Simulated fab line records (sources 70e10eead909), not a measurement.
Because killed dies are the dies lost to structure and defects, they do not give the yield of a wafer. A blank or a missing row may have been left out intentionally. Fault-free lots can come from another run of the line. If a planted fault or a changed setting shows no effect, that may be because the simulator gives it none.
Which tool was responsible? :: flow nand harc :: Sampling: 12 lots, 36 wafers, 6 of 1302 route steps

== WHAT THE GAUGES READ, wafer by wafer ==
NHARC_P_M1_INSPECT_27. Usual: 285 for raw defect count, sd 130.
lot: L140
measured: day 6 07:25
on: defect inspect-02
raw defect count: 251 249 205
flag: 

lot: L141
measured: day 6 18:21
on: defect inspect-02
raw defect count: 251 156 218
flag: 

lot: L142
measured: day 7 03:17
on: defect inspect-02
raw defect count: 224 158 181
flag: 

lot: L144
measured: day 7 23:17
on: defect inspect-02
raw defect count: 189 217 137
flag: 

lot: L145
measured: day 8 06:43
on: defect inspect-02
raw defect count: 337 384 341
flag: 

lot: L150
measured: day 10 13:04
on: defect inspect-02
raw defect count: 420 328 329
flag: 

lot: L155
measured: day 12 15:08
on: defect inspect-01
raw defect count: 244 216 194
flag: 

lot: L157
measured: day 13 15:44
on: defect inspect-02
raw defect count: 390 330 365
flag: 

lot: L156
measured: day 13 16:41
on: defect inspect-01
raw defect count: 307 335 268
flag: 

lot: L159
measured: day 14 04:55
on: defect inspect-02
raw defect count: 274 275 313
flag: 

lot: L158
measured: day 14 05:25
on: defect inspect-01
raw defect count: 168 342 229
flag: 

lot: L162
measured: day 15 13:49
on: defect inspect-01
raw defect count: 131 168 169
flag: 

NHARC_P_M2_CD_MEAS_09: target cd 170 nm. Usual: 170.8 nm for cd nm, sd 0.77.
lot: L140
measured: day 6 08:48
on: cd sem-02
cd nm (nm): 171.5 169.7 169.9
flag: 

lot: L141
measured: day 6 19:45
on: cd sem-01
cd nm (nm): 169.6 169.8 170.1
flag: 

lot: L142
measured: day 7 04:41
on: cd sem-03
cd nm (nm): 170.4 172.3 170.1
flag: 

lot: L144
measured: day 8 00:41
on: cd sem-01
cd nm (nm): 170.3 187.2 170.6
flag: OFF

lot: L145
measured: day 8 08:07
on: cd sem-01
cd nm (nm): 186.2 169.7 170.2
flag: OFF

lot: L150
measured: day 10 14:28
on: cd sem-03
cd nm (nm): 170.7 171.5 171.9
flag: 

lot: L155
measured: day 12 16:32
on: cd sem-02
cd nm (nm): 170.4 170.5 171.5
flag: 

lot: L157
measured: day 13 17:07
on: cd sem-03
cd nm (nm): 172.3 171.4 169.9
flag: 

lot: L156
measured: day 13 18:05
on: cd sem-02
cd nm (nm): 171.5 170.6 170.1
flag: 

lot: L159
measured: day 14 06:17
on: cd sem-01
cd nm (nm): 172.1 170.2 169.2
flag: 

lot: L158
measured: day 14 06:55
on: cd sem-02
cd nm (nm): 170.3 171.3 170.3
flag: 

lot: L162
measured: day 15 15:12
on: cd sem-02
cd nm (nm): 172.0 171.5 170.4
flag: 

NHARC_P_M2_OVL_MEAS_10: pitch 340 nm. Usual: overlay x nm 0.0 nm, standard deviation 0.96; overlay y nm -0.2 nm, standard deviation 0.76.
lot: L140
measured: day 6 08:53
on: overlay-01
overlay x nm (nm): -0.1 0.0 -0.1
overlay y nm (nm): -0.6 -0.6 -0.4
flag: 

lot: L141
measured: day 6 19:50
on: overlay-01
overlay x nm (nm): -0.1 -0.2 -0.2
overlay y nm (nm): -0.8 -0.9 -0.9
flag: 

lot: L142
measured: day 7 04:46
on: overlay-02
overlay x nm (nm): -0.8 -0.4 -0.2
overlay y nm (nm): 0.8 0.7 1.0
flag: 

lot: L144
measured: day 8 00:46
on: overlay-02
overlay x nm (nm): 0.2 0.2 0.4
overlay y nm (nm): -0.3 -0.1 -0.8
flag: 

lot: L145
measured: day 8 08:12
on: overlay-01
overlay x nm (nm): 0.2 0.2 -0.1
overlay y nm (nm): 0.7 0.4 0.5
flag: 

lot: L150
measured: day 10 14:33
on: overlay-02
overlay x nm (nm): -1.2 -1.7 -1.5
overlay y nm (nm): -0.5 -0.4 -0.4
flag: 

lot: L155
measured: day 12 16:38
on: overlay-02
overlay x nm (nm): 0.3 0.3 0.8
overlay y nm (nm): -1.4 -0.8 -1.1
flag: 

lot: L157
measured: day 13 17:13
on: overlay-02
overlay x nm (nm): 1.8 2.0 2.0
overlay y nm (nm): 0.0 -0.4 -0.4
flag: 

lot: L156
measured: day 13 18:10
on: overlay-02
overlay x nm (nm): -1.1 -1.6 -0.8
overlay y nm (nm): -1.7 -1.8 -1.5
flag: 

lot: L159
measured: day 14 06:23
on: overlay-01
overlay x nm (nm): 0.7 0.8 0.4
overlay y nm (nm): 0.1 0.0 -0.6
flag: 

lot: L158
measured: day 14 06:59
on: overlay-01
overlay x nm (nm): 0.4 0.3 0.4
overlay y nm (nm): 0.5 0.9 1.2
flag: 

lot: L162
measured: day 15 15:17
on: overlay-02
overlay x nm (nm): 1.4 0.4 2.0
overlay y nm (nm): -0.1 0.4 -0.4
flag: 

NHARC_END_SORT_01. Usual: defect limited yield 91.6 %, standard deviation 2.8; killed at array 52, standard deviation 19; killed at other 1.0, standard deviation 1.2; killed at periphery 4.1, standard deviation 2.8; killed dies 57, standard deviation 19; killed open 3.1, standard deviation 1.7; killed short 2.5, standard deviation 1.5; sort_bin_2_pct 3.0 %, standard deviation 1.2; sort_bin_3_pct 0.6 %, standard deviation 0.36; sort_bin_4_pct 4.9 %, standard deviation 1.6; sort n pass 620, standard deviation 19; sort rim yield pct 91 %, standard deviation 5; sort yield pct 91.6 %, standard deviation 2.8.
lot: L141
measured: day 24 10:01
on: prober-01
defect limited yield (%): 91.7 89.2 93.2
killed at array: 53 70 46
killed at other: 0 0 0
killed at periphery: 3 3 0
killed dies: 56 73 46
killed open: 2 6 5
killed short: 1 3 0
sort_bin_2_pct (%): 3.5 4.6 1.9
sort_bin_3_pct (%): 0.7 1.0 0.7
sort_bin_4_pct (%): 4.0 5.2 4.1
sort n pass: 621 604 631
sort rim yield pct (%): 98 97 89
sort yield pct (%): 91.7 89.2 93.2
flag: 

lot: L142
measured: day 24 23:10
on: prober-01
defect limited yield (%): 93.5 92.2 88.8
killed at array: 39 49 72
killed at other: 0 0 0
killed at periphery: 5 4 4
killed dies: 44 53 76
killed open: 5 3 2
killed short: 2 2 2
sort_bin_2_pct (%): 2.8 2.7 4.7
sort_bin_3_pct (%): 0.6 1.2 0.6
sort_bin_4_pct (%): 3.1 4.0 5.9
sort n pass: 633 624 601
sort rim yield pct (%): 85 80 87
sort yield pct (%): 93.5 92.2 88.8
flag: 

lot: L144
measured: day 25 09:55
on: prober-01
defect limited yield (%): 94.8 90.7 92.3
killed at array: 33 59 47
killed at other: 1 0 1
killed at periphery: 1 4 4
killed dies: 35 63 52
killed open: 2 3 2
killed short: 2 2 2
sort_bin_2_pct (%): 2.1 3.5 2.5
sort_bin_3_pct (%): 0.3 0.7 0.9
sort_bin_4_pct (%): 2.8 5.0 4.3
sort n pass: 642 614 625
sort rim yield pct (%): 85 97 92
sort yield pct (%): 94.8 90.7 92.3
flag: 

lot: L145
measured: day 26 05:38
on: prober-02
defect limited yield (%): 89.5 91.1 90.5
killed at array: 65 55 59
killed at other: 2 0 0
killed at periphery: 4 5 5
killed dies: 71 60 64
killed open: 4 2 0
killed short: 5 3 2
sort_bin_2_pct (%): 3.2 3.0 2.5
sort_bin_3_pct (%): 0.7 1.0 0.6
sort_bin_4_pct (%): 6.5 4.9 6.4
sort n pass: 606 617 613
sort rim yield pct (%): 94 96 97
sort yield pct (%): 89.5 91.1 90.5
flag: 

lot: L150
measured: day 28 14:52
on: prober-02
defect limited yield (%): 94.4 91.4 91.6
killed at array: 31 47 54
killed at other: 4 2 2
killed at periphery: 3 9 1
killed dies: 38 58 57
killed open: 2 5 6
killed short: 2 4 0
sort_bin_2_pct (%): 1.6 2.8 3.1
sort_bin_3_pct (%): 0.7 1.0 0.9
sort_bin_4_pct (%): 3.2 4.7 4.4
sort n pass: 639 619 620
sort rim yield pct (%): 90 83 96
sort yield pct (%): 94.4 91.4 91.6
flag: 

lot: L155
measured: day 29 21:42
on: prober-02
defect limited yield (%): 96.5 90.4 92.6
killed at array: 24 61 47
killed at other: 0 1 1
killed at periphery: 0 3 2
killed dies: 24 65 50
killed open: 4 8 6
killed short: 2 2 4
sort_bin_2_pct (%): 1.3 4.3 3.2
sort_bin_3_pct (%): 0.3 1.3 0.6
sort_bin_4_pct (%): 1.9 4.0 3.5
sort n pass: 653 612 627
sort rim yield pct (%): 90 98 87
sort yield pct (%): 96.5 90.4 92.6
flag: 

lot: L162
measured: day 33 03:14
on: prober-02
defect limited yield (%): 88.5 87.4 88.0
killed at array: 70 73 71
killed at other: 1 4 4
killed at periphery: 7 8 6
killed dies: 78 85 81
killed open: 1 5 5
killed short: 3 4 3
sort_bin_2_pct (%): 4.6 3.8 4.1
sort_bin_3_pct (%): 0.4 1.3 0.1
sort_bin_4_pct (%): 6.5 7.4 7.7
sort n pass: 599 592 596
sort rim yield pct (%): 92 87 86
sort yield pct (%): 88.5 87.4 88.0
flag: 

== WHAT TOOL EACH LOT RAN ON (gives the tool, then ch and the chambers of the sampled wafers, and finally the start) ==
lot: L140
NHARC_P_M1_PRE_CLEAN_32: pecvd-02 ch 1,2, day 6 07:31
NHARC_P_M2_PEB_07: litho track-04 ch 0, day 6 08:43

lot: L141
NHARC_P_M1_PRE_CLEAN_32: pecvd-02 ch 1,2, day 6 18:25
NHARC_P_M2_PEB_07: litho track-04 ch 0, day 6 19:40

lot: L142
NHARC_P_M1_PRE_CLEAN_32: pecvd-02 ch 0,2, day 7 03:22
NHARC_P_M2_PEB_07: litho track-04 ch 0, day 7 04:36

lot: L144
NHARC_P_M1_PRE_CLEAN_32: pecvd-03 ch 0,1,2, day 7 23:23
NHARC_P_M2_PEB_07: litho track-04 ch 0, day 8 00:36

lot: L145
NHARC_P_M1_PRE_CLEAN_32: pecvd-03 ch 0,1, day 8 06:47
NHARC_P_M2_PEB_07: litho track-04 ch 0, day 8 08:02

lot: L150
NHARC_P_M1_PRE_CLEAN_32: pecvd-03 ch 0,1, day 10 13:09
NHARC_P_M2_PEB_07: litho track-06 ch 0, day 10 14:23

lot: L155
NHARC_P_M1_PRE_CLEAN_32: pecvd-01 ch 0,1,2, day 12 15:13
NHARC_P_M2_PEB_07: litho track-06 ch 0, day 12 16:28

lot: L157
NHARC_P_M1_PRE_CLEAN_32: pecvd-02 ch 0,1,2, day 13 15:48
NHARC_P_M2_PEB_07: litho track-06 ch 0, day 13 17:02

lot: L156
NHARC_P_M1_PRE_CLEAN_32: pecvd-01 ch 0,1,2, day 13 16:45
NHARC_P_M2_PEB_07: litho track-04 ch 0, day 13 18:00

lot: L159
NHARC_P_M1_PRE_CLEAN_32: pecvd-02 ch 0,1,2, day 14 04:58
NHARC_P_M2_PEB_07: litho track-04 ch 0, day 14 06:13

lot: L158
NHARC_P_M1_PRE_CLEAN_32: pecvd-02 ch 0,1, day 14 05:35
NHARC_P_M2_PEB_07: litho track-04 ch 0, day 14 06:50

lot: L162
NHARC_P_M1_PRE_CLEAN_32: pecvd-01 ch 0,2, day 15 13:53
NHARC_P_M2_PEB_07: litho track-04 ch 0, day 15 15:07
- NHARC_P_M1_PRE_CLEAN_32: time 12 s.
- NHARC_P_M2_PEB_07: peb time 65 s.

== AS READ BY THE TOOLS THEMSELVES (means over the sampled wafers that have a number; for cases with no such wafer, the mark the record gives instead) ==
NHARC_P_M1_PRE_CLEAN_32. Usual: heater power w 645 W, standard deviation 85; susceptor temp C 370.00 C, standard deviation 0.19.
lot: L140
tool: pecvd-02
heater power w (W): 702
susceptor temp C (C): 369.94
flag: 

lot: L141
tool: pecvd-02
heater power w (W): 672
susceptor temp C (C): 369.97
flag: 

lot: L142
tool: pecvd-02
heater power w (W): 645
susceptor temp C (C): 369.97
flag: 

lot: L144
tool: pecvd-03
heater power w (W): 640
susceptor temp C (C): 369.75
flag: 

lot: L145
tool: pecvd-03
heater power w (W): 738
susceptor temp C (C): 369.91
flag: 

lot: L150
tool: pecvd-03
heater power w (W): 737
susceptor temp C (C): 370.15
flag: 

lot: L155
tool: pecvd-01
heater power w (W): 742
susceptor temp C (C): 370.08
flag: 

lot: L157
tool: pecvd-02
heater power w (W): 651
susceptor temp C (C): 370.02
flag: 

lot: L156
tool: pecvd-01
heater power w (W): 718
susceptor temp C (C): 369.98
flag: 

lot: L159
tool: pecvd-02
heater power w (W): 646
susceptor temp C (C): 369.99
flag: 

lot: L158
tool: pecvd-02
heater power w (W): 626
susceptor temp C (C): 370.30
flag: 

lot: L162
tool: pecvd-01
heater power w (W): 712
susceptor temp C (C): 370.20
flag: 

== THE ANSWER, worked out from the rows above alone ==
Rule: a lot counts as off when the mean over its wafers that have a number is more than 3 standard deviations away from the usual mean. Also off: a lot with no number at a reading for which 4 or more lots have one. All remaining lots with rows at the step are treated as sound. The gauges are gone through in route order, then the tools' own readings, and for those a lot's mean is taken as printed above. At the first step where some lot is off, the reading lying furthest off is the one used; lots without a number count as furthest.
Off, at NHARC_P_M2_CD_MEAS_09 on cd nm: L144, L145.
A tool fits if, at a process step before that reading, it ran every lot that is off, and no sound lot after the first of them. Gauges at NHARC_P_M2_CD_MEAS_09: tried the same way as those tools. No candidate that was tried fits.

== WHAT HAD BEEN PUT IN BY THE SIMULATOR ==
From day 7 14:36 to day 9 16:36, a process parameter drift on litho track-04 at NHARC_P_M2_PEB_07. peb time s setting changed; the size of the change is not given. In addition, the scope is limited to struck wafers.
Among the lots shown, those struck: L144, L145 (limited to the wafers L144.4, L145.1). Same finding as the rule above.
